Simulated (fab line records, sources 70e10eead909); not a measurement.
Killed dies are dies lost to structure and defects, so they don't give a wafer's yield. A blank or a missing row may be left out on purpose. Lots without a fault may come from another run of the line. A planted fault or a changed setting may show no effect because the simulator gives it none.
fab line records | flow nand_harc
record lots=23 wafers=69 last_day=24
route steps=1159 shown A_CHANNEL_FILL_D1@499 A_STAIRCASE@547
lots that met no fault: from a run of the same line without faults
start_h: hours from the record's first day to the start of the lot's first wafer shown | wait_h: hours since the lot's step before | " the same as in the row above | L1.1+2: a row that stands for several wafers | - no value, or no start given | * or withheld: withheld | < > ~ a bound
route shown NAME@n: a module of which the file shows steps, and the number in the route of the first | usual: mean/standard deviation of fault-free wafers | same: alike in all rows | chamber/n: place in a boat | sites: the reading at each site | _std_site: their standard deviation | _edge_site: outer sites' mean less inner sites' | radius_mm: how far each site lies from the wafer's centre | mask NAME#n: copy n | behind: the tool/chamber that last shaped the wafer | hold: why the lot was held/for how many hours/how that ended | device: the transistor (n, p or np) that didn't switch | end of line: the same wafers' tests at the end of the route | a step without rows: its recipe alone | killed: dies lost to structure and defects at the first sort, not the wafer's yield | map: a wafer's dies, x killed, . not, _ none there
set.NAME: the setting as run; set.NAME@STEP: as run at that earlier step | model.NAME: the simulator's own value behind a step, which no gauge read
steps of the route over a sample of lots; a table a step, a row a wafer
services: from which hour (start_h, from the record's first day; less than 0 if before it) a tool's chamber was out of use, for how many hours, and why
## steps
# step NHARC_A_CHANNEL_FILL_D1_ETCHBACK_19
# recipe target_depth_a=50 time_s=1.7 hbr_flow_sccm=150 cl2_flow_sccm=50 rf_w=400 icp_w=400 bias_w=100 chemistry=HBr/Cl2
# usual drypump_motor_current_A=5.6/0.41 oes_product_au=1.001/0.011 rf_fwd_power_W=390.2/1.2 throttle_valve_pct=26.405/0.0092
# columns lot.wafer tool chamber start_h wait_h drypump_motor_current_A oes_product_au rf_fwd_power_W rf_hours_counter_h throttle_valve_pct
L075.1 rie_si-04 3 221.61 0.4 5.7 0.987 388.0 1.2 26.405
L075.3 " 2 " " 5.2 0.995 388.6 1.1 26.408
L075.6 " 0 " " 5.4 1.001 388.8 - 26.401
L074.2 rie_si-02 3 221.62 0.4 5.2 1.011 390.1 0 26.400
L074.1 " 0 " " 5.5 1.015 390.1 0 26.405
L074.5 " 2 " " 5.5 0.987 388.1 - 26.418
L077.3 rie_si-02 0 224.26 0.4 5.5 1.013 390.9 0.0 26.431
L077.2 " 3 " " 5.2 1.019 391.8 0.0 26.406
L077.5 " 1 " " 6.7 0.999 390.4 - 26.399
L078.3 rie_si-04 0 224.27 0.4 5.4 0.999 390.1 0.9 26.415
L078.2 " 2 " " 5.2 0.989 392.9 1.1 26.407
L078.5 " 3 " " 5.7 0.990 389.9 - 26.407
L079.4 rie_si-05 2 230.67 0.4 5.8 0.998 390.0 1.4 26.406
L079.3 " 3 " " 5.3 1.005 391.4 1.3 26.423
L079.5 " 1 " " 5.4 1.011 388.5 - 26.395
L076.3 rie_si-04 0 230.67 0.4 5.4 0.994 390.3 0.9 26.410
L076.2 " 2 " " 5.2 0.990 391.2 1.1 26.394
L076.5 " 0 " " 5.4 0.996 391.5 - 26.396
L080.1 rie_si-05 1 238.75 0.4 5.4 1.012 390.1 1.5 26.392
L080.4 " 0 " " 5.9 0.989 389.9 1.4 26.387
L080.6 " 2 " " 5.8 1.003 388.5 - 26.403
L081.1 rie_si-05 0 249.14 0.4 5.8 1.001 389.4 0 26.405
L081.5 " 2 " " 5.8 1.012 389.4 - 26.410
L081.6 " 3 " " 5.3 1.019 389.8 - 26.409
L082.4 rie_si-05 2 257.31 0.4 5.8 0.999 389.5 0.1 26.409
L082.2 " 3 " " 5.3 1.008 391.2 0.1 26.414
L082.6 " 3 " " 5.3 1.014 391.0 - 26.382
L084.1 rie_si-02 1 264.48 0.4 6.7 0.977 389.9 0.4 26.402
L084.3 " 2 " " 5.5 0.983 388.3 0.6 26.413
L084.2 " 0 " " 5.6 1.005 390.4 0.5 26.404
L083.1 rie_si-05 1 264.48 0.4 5.4 1.004 390.8 0.1 26.384
L083.4 " 2 " " 5.8 1.007 392.8 0.2 26.404
L083.3 " 0 " " 5.9 1.002 389.2 0.1 26.410
L085.3 rie_si-05 3 277.20 0.4 5.3 1.021 389.2 0.4 26.411
L085.1 " 0 " " 5.8 0.998 389.4 0.3 26.414
L085.6 " 3 " " 5.3 1.013 390.7 - 26.413
L087.4 rie_si-02 3 284.57 0.4 5.2 1.010 391.4 0.8 26.411
L087.6 " 2 " " 5.5 1.003 391.0 - 26.392
L087.5 " 3 " " 5.2 1.000 391.3 - 26.409
L086.3 rie_si-05 1 284.57 0.4 5.4 1.008 390.2 0.3 26.392
L086.4 " 3 " " 5.3 1.015 391.3 0.4 26.403
L086.6 " 0 " " 5.8 1.003 390.1 - 26.392
L088.3 rie_si-04 3 289.86 0.4 5.7 0.986 391.7 0.1 26.412
L088.1 " 1 " " 5.9 1.017 392.7 0.1 26.395
L088.5 " 1 " " 5.9 1.005 392.2 - 26.403
L090.4 rie_si-04 0 300.42 0.4 5.4 0.991 391.2 0.1 26.413
L090.3 " 1 " " 5.9 1.020 390.8 0.2 26.407
L090.1 " 2 " " 5.2 0.997 390.3 0.1 26.397
L089.2 rie_si-02 1 300.43 0.4 6.7 0.986 387.6 0.7 26.403
L089.6 " 3 " " 5.2 1.006 392.2 - 26.399
L089.4 " 1 " " 6.7 0.982 390.3 - 26.401
L091.4 rie_si-02 1 304.84 0.4 6.7 0.978 387.7 0.8 26.410
L091.3 " 2 " " 5.5 0.996 391.5 0.9 26.412
L091.2 " 3 " " 5.2 1.010 389.7 0.9 26.418
L092.3 rie_si-02 3 318.76 0.4 5.3 1.005 388.5 0.9 26.420
L092.4 " 0 " " 5.6 0.996 389.4 0.9 26.410
L092.5 " 3 " " 5.2 1.011 387.3 - 26.418
L094.3 rie_si-04 0 318.76 0.4 5.4 0.981 391.0 0.3 26.402
L094.1 " 2 " " 5.2 0.993 392.0 0.1 26.398
L094.2 " 3 " " 5.8 0.990 391.0 0.3 26.401
L093.4 rie_si-05 0 318.77 0.4 5.8 0.993 389.2 0.7 26.408
L093.2 " 1 " " 5.3 0.998 389.7 0.8 26.399
L093.5 " 3 " " 5.3 1.015 388.5 - 26.392
L095.3 rie_si-02 2 326.64 0.4 5.6 0.995 390.5 1.1 26.417
L095.4 " 3 " " 5.2 1.017 389.3 1.0 26.394
L095.5 " 3 " " 5.3 1.011 391.8 - 26.395
L096.3 rie_si-04 3 326.64 0.4 5.8 0.997 389.7 0.3 26.403
L096.4 " 2 " " 5.2 0.994 391.2 0.2 26.416
L096.6 " 3 " " 5.8 0.998 389.4 - 26.398
# step NHARC_A_CHANNEL_FILL_D1_ALD_25
# recipe target_thk_a=600 pulse_time_s=10 ald_cycles=600 temp_c=300 material=SiOx
# usual heater_power_w=485/34 precursor_pulse_height_rel=0.999/0.02
# columns lot.wafer tool chamber start_h wait_h heater_power_w precursor_pulse_height_rel
L077.2 ald_hk-02 0 233.36 0.1 526 1.003
L077.3 " 2 234.60 1.3 504 0.988
L077.5 " 1 236.45 3.1 468 0.980
L078.2 ald_hk-04 0 233.38 0.1 484 1.020
L078.3 " 3 235.22 1.9 479 0.989
L078.5 " 1 236.45 3.1 519 1.004
L075.3 ald_hk-03 1 234.61 1.3 507 0.994
L075.1 " 2 " " 446 1.021
L075.6 " 3 " " 535 1.006
L074.1 ald_hk-04 3 237.06 3.7 472 0.995
L074.2 " 0 " " 488 0.982
L074.5 " 0 240.17 6.8 466 0.965
L076.2 ald_hk-03 2 243.13 0.7 446 1.005
L076.3 " 3 " " 536 0.981
L076.5 " 2 245.57 3.1 430 0.988
L079.4 ald_hk-02 2 243.78 1.3 499 1.020
L079.3 " 3 " " 419 0.993
L079.5 " 0 " " 500 1.005
L080.1 ald_hk-03 1 250.55 0.1 526 0.980
L080.4 " 3 251.77 1.3 540 1.015
L080.6 " 2 253.61 3.1 435 0.974
L081.1 ald_hk-02 0 261.12 0.1 530 1.014
L081.6 " 0 263.56 2.5 516 0.994
L081.5 " 1 " " 445 0.992
L082.4 ald_hk-04 2 269.26 0.1 455 1.049
L082.2 " 3 " " 469 1.013
L082.6 " 2 271.78 2.6 456 1.027
L084.1 ald_hk-03 0 276.83 0.2 460 0.985
L084.2 " 1 " " 509 1.033
L084.3 " 3 278.68 2.1 542 0.960
L083.1 ald_hk-04 2 276.94 0.3 450 1.011
L083.4 " 3 " " 484 1.004
L083.3 " 1 278.80 2.2 522 1.032
L085.3 ald_hk-04 0 288.92 0.1 480 0.992
L085.1 " 2 290.12 1.3 465 0.980
L085.6 " 1 291.93 3.1 534 0.986
L086.3 ald_hk-04 3 296.55 0.1 488 1.007
L086.4 " 0 " " 484 1.006
L086.6 " 0 299.64 3.1 485 0.998
L087.4 ald_hk-03 3 297.80 1.3 542 0.994
L087.5 " 1 299.04 2.5 518 1.005
L087.6 " 2 " " 440 0.976
L088.1 ald_hk-02 1 301.62 0.1 470 0.995
L088.3 " 3 302.86 1.3 442 0.976
L088.5 " 1 304.09 2.5 466 1.015
L089.4 ald_hk-03 3 312.42 0.0 538 0.971
L089.2 " 2 314.28 1.9 445 0.983
L089.6 " 3 " " 538 0.999
L090.4 ald_hk-04 3 312.43 0.1 481 0.992
L090.3 " 0 " " 486 1.010
L090.1 " 2 314.28 1.9 449 0.983
L091.3 ald_hk-02 3 316.83 0.0 422 1.013
L091.4 " 1 318.07 1.3 471 1.006
L091.2 " 2 " " 473 0.992
L093.2 ald_hk-04 2 330.72 0.1 455 1.029
L093.4 " 1 332.57 1.9 538 0.946
L093.5 " 3 333.81 3.1 492 1.012
L092.3 ald_hk-02 2 333.15 2.5 485 0.996
L092.4 " 3 334.37 3.7 425 0.971
L092.5 " 0 335.59 4.9 502 1.007
L094.2 ald_hk-04 1 334.43 3.8 546 0.980
L094.1 " 2 335.66 5.0 454 0.996
L094.3 " 3 336.90 6.2 481 1.014
L095.3 ald_hk-03 1 340.15 1.8 535 0.969
L095.4 " 3 341.39 3.0 510 0.987
L095.5 " 2 343.25 4.9 449 1.026
L096.3 ald_hk-04 0 343.37 5.0 480 0.963
L096.4 " 2 344.59 6.2 458 1.024
L096.6 " 0 345.81 7.4 489 0.995
# step NHARC_A_CHANNEL_FILL_D1_INSPECT_13
# usual raw_defect_count=314/140
# columns lot.wafer tool chamber start_h wait_h raw_defect_count
L077.2 defect_inspect-01 - 245.36 0.1 379
L077.3 " - " " 205
L077.5 " - " " 317
L078.2 defect_inspect-02 - 245.37 0.1 196
L078.3 " - " " 330
L078.5 " - " " 185
L075.1 defect_inspect-02 - 245.53 0.2 722
L075.3 " - " " 501
L075.6 " - " " 261
L074.1 defect_inspect-02 - 249.19 0.2 166
L074.2 " - " " 293
L074.5 " - " " 174
L076.2 defect_inspect-01 - 254.62 0.1 116
L076.3 " - " " 223
L076.5 " - " " 218
L079.3 defect_inspect-02 - 254.65 0.1 275
L079.4 " - " " 441
L079.5 " - " " 279
L080.1 defect_inspect-01 - 262.50 0.2 230
L080.4 " - " " 176
L080.6 " - " " 209
L081.1 defect_inspect-02 - 273.26 0.2 209
L081.5 " - " " 458
L081.6 " - " " 372
L082.2 defect_inspect-01 - 281.39 0.1 261
L082.4 " - " " 240
L082.6 " - " " 255
L083.1 defect_inspect-02 - 288.85 0.2 382
L083.3 " - " " 580
L083.4 " - " " 820
L084.1 defect_inspect-01 - 288.86 0.2 526
L084.2 " - " " 245
L084.3 " - " " 184
L085.1 defect_inspect-02 - 300.71 0.2 411
L085.3 " - " " 198
L085.6 " - " " 370
L086.3 defect_inspect-01 - 308.53 0.1 390
L086.4 " - " " 639
L086.6 " - " " 373
L087.4 defect_inspect-01 - 308.70 0.1 364
L087.5 " - " " 431
L087.6 " - " " 432
L088.1 defect_inspect-01 - 313.85 0.2 223
L088.3 " - " " 343
L088.5 " - " " 424
L090.1 defect_inspect-01 - 324.29 0.2 216
L090.3 " - " " 241
L090.4 " - " " 214
L089.2 defect_inspect-02 - 324.32 0.1 271
L089.4 " - " " 149
L089.6 " - " " 179
L091.2 defect_inspect-02 - 328.95 0.1 172
L091.3 " - " " 195
L091.4 " - " " 271
L093.2 defect_inspect-01 - 342.65 0.1 195
L093.4 " - " " 292
L093.5 " - " " 323
L092.3 defect_inspect-02 - 346.38 0.1 202
L092.4 " - " " 195
L092.5 " - " " 356
L094.1 defect_inspect-01 - 350.07 0.2 429
L094.2 " - " " 427
L094.3 " - " " 347
L095.3 defect_inspect-02 - 350.10 0.1 525
L095.4 " - " " 394
L095.5 " - " " 525
L096.3 defect_inspect-02 - 354.78 0.1 307
L096.4 " - " " 255
L096.6 " - " " 228
# step NHARC_A_STAIRCASE_DESCUM_11
# recipe time_s=3 o2_flow_sccm=200 ar_flow_sccm=0 bias_power_w=0 chemistry=O2
# usual drypump_motor_current_A=6.0/0.47 oes_product_au=1.001/0.0072 rf_vpp_V=57.7/0.89 showerhead_plenum_p_Torr=1.91/0.08 throttle_valve_pct=11.311/0.0091
# columns lot.wafer tool chamber start_h wait_h drypump_motor_current_A oes_product_au rf_hours_counter_h rf_vpp_V showerhead_plenum_p_Torr throttle_valve_pct
L077.2 rie_diel-10 1 248.45 - 5.2 0.993 27 56.5 1.81 11.296
L077.3 " 3 " " 5.7 1.010 27 58.8 1.95 11.324
L077.5 " 1 " " 5.2 0.994 - 58.3 1.81 11.318
L078.3 rie_diel-10 1 248.78 - 5.2 1.008 27 58.0 1.81 11.320
L078.2 " 3 " " 5.7 1.014 27 57.9 1.95 11.306
L078.5 " 0 " " 5.7 0.998 - 58.2 1.91 11.315
L075.1 rie_diel-12 2 248.99 - 6.7 0.997 15 57.3 2.01 11.325
L075.3 " 3 " " 5.8 1.006 13 58.3 1.99 11.305
L075.6 " 3 " " 5.8 1.004 - 59.5 1.99 11.304
L074.2 rie_diel-11 1 252.10 - 6.1 0.995 6 58.2 1.89 11.320
L074.1 " 2 " " 6.0 1.017 7 58.0 1.93 11.310
L074.5 " 1 " " 6.0 1.004 - 58.4 1.89 11.313
L076.2 rie_diel-11 1 257.45 - 6.1 0.995 8 59.1 1.89 11.304
L076.3 " 2 " " 6.0 1.004 9 58.5 1.93 11.307
L076.5 " 0 " " 6.1 0.994 - 57.5 1.79 11.300
L079.3 rie_diel-12 3 257.47 - 5.8 1.003 15 58.3 1.99 11.317
L079.4 " 0 " " 5.8 0.999 15 56.7 1.97 11.310
L079.5 " 1 " " 6.5 0.997 - 56.3 1.78 11.293
L080.4 rie_diel-10 1 265.47 - 5.2 1.000 34 59.1 1.81 11.311
L080.1 " 2 " " 5.2 0.997 31 58.6 1.96 11.307
L080.6 " 2 " " 5.2 1.004 - 56.3 1.96 11.316
L081.1 rie_diel-10 0 276.37 - 5.8 1.004 39 58.5 1.91 11.290
L081.5 " 2 " " 5.2 1.003 - 58.1 1.96 11.310
L081.6 " 0 " " 5.7 1.010 - 58.9 1.91 11.313
L082.2 rie_diel-12 1 285.23 - 6.5 1.005 28 57.5 1.78 11.307
L082.4 " 2 " " 6.7 1.005 27 57.4 2.01 11.321
L082.6 " 3 " " 5.8 0.988 - 58.7 1.99 11.309
L083.1 rie_diel-11 1 292.76 - 6.1 0.998 21 58.0 1.89 11.308
L083.4 " 2 " " 6.1 1.004 21 57.5 1.93 11.321
L083.3 " 3 " " 6.5 1.001 21 58.8 1.96 11.295
L084.1 rie_diel-11 3 292.87 - 6.6 1.001 21 57.5 1.96 11.315
L084.3 " 1 " " 6.1 1.009 21 57.2 1.89 11.320
L084.2 " 2 " " 6.0 1.001 21 59.2 1.93 11.314
L085.3 rie_diel-11 0 303.44 - 6.1 1.000 27 58.2 1.79 11.321
L085.1 " 1 " " 6.1 0.995 26 59.0 1.89 11.302
L085.6 " 1 " " 6.1 1.000 - 57.4 1.89 11.302
L086.3 rie_diel-12 0 311.54 - 5.8 0.990 31 57.5 1.96 11.321
L086.4 " 1 " " 6.5 1.003 - 56.3 1.78 11.315
L086.6 " 2 " " 6.7 1.004 - 57.6 2.01 11.312
L087.4 rie_diel-12 1 311.88 - 6.5 1.000 - 58.2 1.78 11.296
L087.6 " 2 " " 6.7 1.005 - 57.9 2.01 11.306
L087.5 " 0 " " 5.9 0.985 - 57.7 1.96 11.299
L088.1 rie_diel-11 1 317.01 - 6.1 1.004 30 57.9 1.88 11.308
L088.3 " 3 " " 6.6 1.007 33 57.7 1.95 11.313
L088.5 " 0 " " 6.1 1.002 - 58.4 1.78 11.310
L090.1 rie_diel-12 1 327.05 - 6.5 1.000 46 56.5 1.77 11.333
L090.3 " 2 " " 6.7 1.007 40 57.3 2.00 11.305
L090.4 " 3 " " 5.8 0.999 41 58.5 1.98 11.314
L089.4 rie_diel-10 3 327.50 - 5.7 1.006 56 56.8 1.94 11.311
L089.2 " 1 " " 5.2 0.993 51 56.8 1.80 11.303
L089.6 " 3 " " 5.7 1.005 - 58.0 1.94 11.314
L091.3 rie_diel-10 0 331.90 - 5.7 1.005 58 56.0 1.90 11.314
L091.2 " 1 " " 5.2 0.994 53 56.5 1.80 11.305
L091.4 " 2 " " 5.2 1.008 52 57.9 1.95 11.314
L093.4 rie_diel-12 2 345.80 - 6.7 1.014 46 57.7 2.00 11.316
L093.2 " 3 " " 5.8 1.005 45 57.6 1.98 11.315
L093.5 " 1 " " 6.5 1.008 - 57.4 1.77 11.305
L092.4 rie_diel-11 3 349.28 - 6.5 0.997 46 56.9 1.95 11.285
L092.3 " 1 " " 6.1 1.009 42 57.0 1.88 11.319
L092.5 " 2 " " 6.0 0.999 - 58.8 1.92 11.320
L094.2 rie_diel-12 2 352.97 - 6.7 1.002 48 57.1 2.00 11.313
L094.3 " 3 " " 5.8 1.003 47 59.3 1.98 11.308
L094.1 " 1 " " 6.5 1.009 53 57.1 1.77 11.308
L095.3 rie_diel-12 0 353.15 - 5.8 0.983 47 57.1 1.96 11.300
L095.4 " 1 " " 6.5 0.997 53 57.1 1.77 11.300
L095.5 " 0 " " 5.8 0.988 - 60.0 1.96 11.319
L096.3 rie_diel-12 2 359.05 - 6.7 0.997 52 58.0 2.00 11.313
L096.4 " 1 " " 6.5 0.999 57 57.4 1.77 11.310
L096.6 " 3 " " 5.8 1.009 - 57.2 1.98 11.296
# step NHARC_A_STAIRCASE_TRIM_18
# recipe time_s=211.2 o2_flow_sccm=500 ar_flow_sccm=0 bias_w=0 chemistry=O2
# usual drypump_motor_current_A=6.0/0.47 oes_product_au=0.999/0.0088 rf_vpp_V=57.8/0.94 showerhead_plenum_p_Torr=3.53/0.13 throttle_valve_pct=17.038/0.0086
# columns lot.wafer tool chamber start_h wait_h drypump_motor_current_A oes_product_au rf_hours_counter_h rf_vpp_V showerhead_plenum_p_Torr throttle_valve_pct
L077.3 rie_diel-10 1 - - 5.2 0.989 28 56.9 3.35 17.042
L077.2 " 3 " " 5.7 1.011 28 57.7 3.60 17.028
L077.5 " 0 " " 5.8 0.992 - 58.1 3.53 17.046
L078.2 rie_diel-10 3 - - 5.7 1.010 28 58.0 3.60 17.037
L078.3 " 1 " " 5.2 0.998 28 56.4 3.35 17.039
L078.5 " 0 " " 5.8 0.993 - 59.1 3.53 17.042
L075.3 rie_diel-12 3 - - 5.8 1.003 13 60.3 3.66 17.043
L075.1 " 1 " " 6.5 1.002 15 55.3 3.30 17.033
L075.6 " 0 " " 5.8 0.990 - 58.7 3.63 17.044
L074.1 rie_diel-11 0 - - 6.1 0.995 7 58.0 3.32 17.022
L074.2 " 3 " " 6.6 0.989 8 57.8 3.61 17.033
L074.5 " 1 " " 6.1 1.002 - 57.7 3.49 17.037
L079.3 rie_diel-12 0 - - 5.8 0.991 16 58.4 3.62 17.042
L079.4 " 2 " " 6.7 0.999 18 56.7 3.70 17.037
L079.5 " 1 " " 6.5 0.997 - 57.4 3.30 17.036
L076.3 rie_diel-11 3 - - 6.6 0.998 10 56.7 3.61 17.043
L076.2 " 2 " " 6.0 0.987 10 58.1 3.56 17.032
L076.5 " 3 " " 6.6 0.989 - 58.5 3.61 17.056
L080.1 rie_diel-10 3 - - 5.7 1.007 36 57.1 3.59 17.041
L080.4 " 1 " " 5.2 0.994 34 56.7 3.35 17.025
L080.6 " 2 " " 5.2 1.007 - 58.5 3.61 17.039
L081.1 rie_diel-10 3 - - 5.7 1.001 39 58.0 3.59 17.033
L081.6 " 0 " " 5.7 0.998 - 59.2 3.52 17.026
L081.5 " 2 " " 5.2 0.997 - 57.6 3.61 17.033
L082.2 rie_diel-12 3 - - 5.8 0.987 25 57.9 3.66 17.026
L082.4 " 0 " " 5.8 0.996 23 57.6 3.62 17.037
L082.6 " 2 " " 6.7 1.007 - 58.6 3.69 17.031
L083.4 rie_diel-11 3 - - 6.5 0.996 24 58.6 3.60 17.030
L083.1 " 1 " " 6.1 1.002 23 58.4 3.48 17.035
L083.3 " 2 " " 6.1 1.009 23 57.6 3.55 17.042
L084.3 rie_diel-11 2 - - 6.1 1.009 23 59.1 3.55 17.041
L084.2 " 0 " " 6.1 0.992 24 57.3 3.31 17.032
L084.1 " 1 " " 6.1 1.008 23 58.1 3.48 17.039
L085.1 rie_diel-11 0 - - 6.1 1.008 28 56.9 3.31 17.058
L085.3 " 1 " " 6.1 1.010 27 57.2 3.48 17.021
L085.6 " 2 " " 6.1 1.014 - 57.1 3.55 17.029
L086.4 rie_diel-12 0 - - 5.8 0.994 33 57.7 3.62 17.043
L086.3 " 2 " " 6.7 1.007 38 58.3 3.69 17.040
L086.6 " 0 " " 5.8 0.993 - 59.2 3.62 17.033
L087.4 rie_diel-12 3 - - 5.8 0.996 33 58.9 3.65 17.031
L087.6 " 0 " " 5.8 0.987 - 57.3 3.62 17.024
L087.5 " 1 " " 6.5 0.997 - 58.1 3.29 17.023
L088.1 rie_diel-11 3 - - 6.6 1.019 34 58.5 3.60 17.053
L088.3 " 1 " " 6.1 1.004 31 55.8 3.48 17.040
L088.5 " 3 " " 6.6 1.007 - 59.0 3.60 17.035
L090.1 rie_diel-12 2 - - 6.7 1.004 40 59.9 3.68 17.038
L090.3 " 3 " " 5.8 0.996 41 57.5 3.65 17.033
L090.4 " 0 " " 5.8 0.988 41 57.6 3.61 17.038
L089.2 rie_diel-10 1 - - 5.2 0.999 51 58.6 3.34 17.039
L089.4 " 2 " " 5.2 1.006 51 59.0 3.60 17.035
L089.6 " 1 " " 5.2 1.002 - 58.2 3.34 17.030
L091.4 rie_diel-10 0 - - 5.7 1.008 59 57.9 3.51 17.026
L091.2 " 1 " " 5.2 0.995 54 57.6 3.34 17.031
L091.3 " 2 " " 5.2 1.000 52 57.7 3.60 17.040
L093.4 rie_diel-12 2 - - 6.7 1.010 46 57.2 3.68 17.032
L093.2 " 0 " " 5.8 0.976 46 56.3 3.61 17.025
L093.5 " 2 " " 6.7 0.996 - 59.6 3.68 17.044
L092.4 rie_diel-11 2 - - 6.1 1.005 43 59.1 3.54 17.033
L092.3 " 3 " " 6.6 0.991 46 58.8 3.59 17.042
L092.5 " 3 " " 6.6 1.003 - 58.8 3.59 17.034
L094.3 rie_diel-12 0 - - 5.9 0.982 48 58.4 3.61 17.039
L094.1 " 1 " " 6.5 1.004 54 57.9 3.28 17.047
L094.2 " 2 " " 6.7 0.995 49 59.2 3.68 17.030
L095.4 rie_diel-12 1 - - 6.5 0.996 54 57.3 3.28 17.030
L095.3 " 2 " " 6.7 1.000 49 59.0 3.68 17.042
L095.5 " 0 " " 5.8 0.986 - 56.7 3.61 17.039
L096.3 rie_diel-12 2 - - 6.7 1.000 53 59.3 3.68 17.045
L096.4 " 0 " " 5.8 1.001 50 58.9 3.61 17.043
L096.6 " 3 " " 5.8 1.015 - 56.8 3.64 17.039
# step NHARC_A_STAIRCASE_TRIM_20
# recipe time_s=211.2 o2_flow_sccm=500 ar_flow_sccm=0 bias_w=0 chemistry=O2
# usual drypump_motor_current_A=6.0/0.45 oes_product_au=0.998/0.0076 rf_vpp_V=57.7/1 showerhead_plenum_p_Torr=3.51/0.14 throttle_valve_pct=17.036/0.0089
# columns lot.wafer tool chamber start_h wait_h drypump_motor_current_A oes_product_au rf_hours_counter_h rf_vpp_V showerhead_plenum_p_Torr throttle_valve_pct
L077.2 rie_diel-11 1 250.11 0.1 6.2 1.006 5 57.4 3.49 17.036
L077.3 " 3 " " 6.6 1.001 6 57.9 3.61 17.044
L077.5 " 1 " " 6.1 0.998 - 56.4 3.49 17.014
L075.3 rie_diel-11 0 250.63 0.1 6.1 0.990 5 57.1 3.32 17.022
L075.1 " 1 " " 6.1 0.999 6 58.3 3.49 17.041
L075.6 " 1 " " 6.1 1.003 - 58.9 3.49 17.041
L078.2 rie_diel-10 0 251.76 0.1 5.8 0.990 30 55.4 3.53 17.022
L078.3 " 3 " " 5.7 1.016 30 59.2 3.59 17.047
L078.5 " 1 " " 5.2 0.996 - 56.4 3.35 17.037
L074.1 rie_diel-12 1 253.30 0.1 6.5 0.996 16 58.2 3.30 17.043
L074.2 " 3 " " 5.8 1.000 14 58.1 3.66 17.047
L074.5 " 0 " " 5.8 0.983 - 59.9 3.63 17.013
L079.4 rie_diel-11 2 259.02 0.1 6.1 0.995 10 58.4 3.56 17.031
L079.3 " 3 " " 6.5 0.996 10 57.8 3.61 17.027
L079.5 " 0 " " 6.1 0.986 - 56.4 3.32 17.045
L076.2 rie_diel-12 1 259.09 0.1 6.5 1.004 18 58.6 3.30 17.024
L076.3 " 2 " " 6.7 0.994 18 56.4 3.70 17.038
L076.5 " 1 " " 6.5 0.998 - 56.0 3.30 17.040
L080.1 rie_diel-10 0 267.22 0.1 5.8 1.004 37 57.2 3.52 17.035
L080.4 " 2 " " 5.2 0.998 32 58.7 3.61 17.029
L080.6 " 3 " " 5.7 0.999 - 57.3 3.59 17.027
L081.1 rie_diel-12 1 277.84 0.1 6.5 0.986 27 59.2 3.30 17.024
L081.5 " 0 " " 5.8 0.991 - 57.8 3.62 17.041
L081.6 " 1 " " 6.5 0.992 - 58.3 3.30 17.043
L082.2 rie_diel-12 1 286.80 0.1 6.5 1.001 28 58.4 3.30 17.031
L082.4 " 2 " " 6.7 1.007 28 59.4 3.69 17.025
L082.6 " 0 " " 5.9 0.990 - 57.1 3.62 17.033
L083.4 rie_diel-11 0 295.57 0.1 6.1 1.001 25 56.6 3.31 17.038
L083.1 " 2 " " 6.1 1.013 23 57.5 3.55 17.040
L083.3 " 3 " " 6.6 1.002 24 59.0 3.60 17.040
L084.2 rie_diel-10 0 295.72 0.1 5.7 1.016 46 56.6 3.52 17.026
L084.1 " 2 " " 5.2 1.002 39 58.1 3.60 17.035
L084.3 " 3 " " 5.7 1.019 45 57.3 3.59 17.027
L085.3 rie_diel-12 3 305.19 0.1 5.8 0.992 31 57.9 3.65 17.032
L085.1 " 0 " " 5.8 0.991 29 58.6 3.62 17.042
L085.6 " 0 " " 5.9 0.990 - 58.6 3.62 17.034
L086.4 rie_diel-10 1 314.32 0.1 5.2 1.004 47 57.6 3.34 17.024
L086.3 " 3 " " 5.7 1.014 52 57.9 3.58 17.038
L086.6 " 2 " " 5.2 1.009 - 56.0 3.60 17.046
L087.4 rie_diel-12 2 314.54 0.2 6.7 0.998 38 57.2 3.69 17.035
L087.5 " 0 " " 5.9 0.987 - 55.7 3.62 17.029
L087.6 " 1 " " 6.5 1.009 - 58.2 3.29 17.049
L088.3 rie_diel-11 2 318.11 0.1 6.1 1.006 32 57.6 3.55 17.032
L088.1 " 0 " " 6.2 1.010 33 57.6 3.31 17.051
L088.5 " 2 " " 6.1 1.009 - 57.4 3.55 17.026
L090.4 rie_diel-12 1 328.17 0.1 6.5 1.000 46 56.3 3.29 17.040
L090.3 " 2 " " 6.7 0.996 40 57.0 3.68 17.041
L090.1 " 0 " " 5.8 0.984 41 57.2 3.61 17.024
L089.2 rie_diel-10 1 328.67 0.1 5.2 0.992 52 57.6 3.34 17.035
L089.4 " 2 " " 5.2 0.994 51 57.7 3.60 17.041
L089.6 " 2 " " 5.2 0.992 - 58.9 3.60 17.032
L091.4 rie_diel-11 2 333.50 0.1 6.1 1.004 37 56.9 3.54 17.038
L091.2 " 3 " " 6.6 1.002 40 57.5 3.59 17.038
L091.3 " 0 " " 6.2 0.997 40 56.7 3.30 17.033
L093.4 rie_diel-12 3 346.91 0.1 5.8 0.995 46 59.0 3.65 17.041
L093.2 " 0 " " 5.9 0.998 46 58.9 3.61 17.053
L093.5 " 3 " " 5.8 1.006 - 58.5 3.65 17.034
L092.4 rie_diel-11 0 350.56 0.1 6.1 0.988 46 57.1 3.30 17.037
L092.3 " 2 " " 6.0 1.002 43 57.5 3.54 17.039
L092.5 " 0 " " 6.1 1.002 - 57.7 3.30 17.033
L094.1 rie_diel-12 3 354.37 0.1 5.8 0.997 48 59.2 3.64 17.035
L094.3 " 0 " " 5.8 0.993 48 57.2 3.61 17.035
L094.2 " 2 " " 6.7 0.994 49 56.9 3.68 17.031
L095.4 rie_diel-11 1 354.72 0.1 6.1 1.007 44 57.4 3.47 17.033
L095.3 " 3 " " 6.6 1.003 48 58.1 3.59 17.034
L095.5 " 2 " " 6.1 1.002 - 57.5 3.54 17.029
L096.4 rie_diel-12 2 360.72 0.1 6.7 0.994 53 58.9 3.68 17.032
L096.3 " 1 " " 6.5 0.994 57 57.0 3.28 17.035
L096.6 " 3 " " 5.8 1.004 - 59.3 3.64 17.040
## services
# columns tool chamber start_h hours kind
rie_diel-12 - 202.62 9.0 pm
rie_diel-12 0 202.62 9.0 vent_cycle
rie_diel-10 0 205.61 9.2 repair
ald_hk-04 - 206.96 2.8 repair
rie_si-02 - 211.00 9.0 pm
rie_si-05 1 211.29 2.6 repair
rie_diel-10 - 213.33 0.7 repair
rie_diel-11 1 216.08 4.8 repair
rie_diel-11 - 221.64 9.0 pm
rie_diel-12 - 237.91 0.1 repair
rie_si-05 - 239.00 9.0 pm
rie_si-02 1 256.90 5.7 repair
rie_si-04 3 260.14 6.0 repair
rie_diel-12 0 264.66 8.8 repair
rie_diel-12 3 265.34 5.5 repair
rie_diel-10 1 273.55 9.4 repair
rie_si-04 - 276.00 9.0 pm
ald_hk-02 - 283.32 10.0 pm
rie_si-02 0 295.87 7.7 repair
rie_diel-12 3 307.51 4.4 repair
ald_hk-03 - 325.87 10.0 pm
rie_diel-12 3 331.57 3.6 repair
rie_si-05 0 336.90 9.9 repair
ald_hk-04 - 359.69 0.5 repair
## key
fault none
